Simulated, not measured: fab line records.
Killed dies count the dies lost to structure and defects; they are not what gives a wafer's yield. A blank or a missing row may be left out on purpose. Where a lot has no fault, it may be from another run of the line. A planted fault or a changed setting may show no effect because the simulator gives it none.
Matching of chambers    flow nand_harc    4 sister chambers for NHARC_A_STAIRCASE_DESCUM_443 on rie_diel-13
The step chemistry O2, time 3 s. 8 wafers are shown with their chamber, then 8 later ones without.

WAFERS, EACH WITH ITS CHAMBER
wafer   chamber  showerhead_plenum_p_Torr (Torr)  drypump_motor_current_A (A)
L078.2  3        1.86                             5.6
L078.4  0        1.82                             5.4
L078.5  3        1.86                             5.6
L081.3  2        1.98                             5.6
L081.5  2        1.98                             5.6
L084.2  0        1.81                             5.5
L084.5  1        1.86                             5.2
L086.1  1        1.86                             5.2

WAFERS WHOSE CHAMBER IS MISSING
wafer   showerhead_plenum_p_Torr (Torr)  drypump_motor_current_A (A)
L086.2  1.81                             5.4
L086.4  1.98                             5.6
L087.2  1.86                             5.7
L087.3  1.86                             5.2
L087.4  1.81                             5.4
L097.2  1.85                             5.6
L097.4  1.85                             5.6
L097.6  1.80                             5.5

WHICH CHAMBER EACH WENT THROUGH
wafer   from the rows above  in truth
L086.2  0                    0
L086.4  2                    2
L087.2  3                    3
L087.3  1                    1
L087.4  0                    0
L097.2  3                    3
L097.4  3                    3
L097.6  0                    0
8 of 8 placed correctly. Not placeable from these rows: 0. Number placed wrongly: 0.
How it was worked out, from the rows above alone: a wafer's distance from a chamber is the root of the sum, over the readings, of the square of ((its reading less the chamber's mean) divided by the reading's scatter). If the next closest chamber is less than 2 further off than the closest, the wafer can't be placed; otherwise it belongs to the closest. A chamber's mean is the mean of its shown wafers. The scatter is the square root of a quotient: the sum, over the shown wafers, of each reading's squared deviation from its chamber's mean, divided by wafers minus chambers.
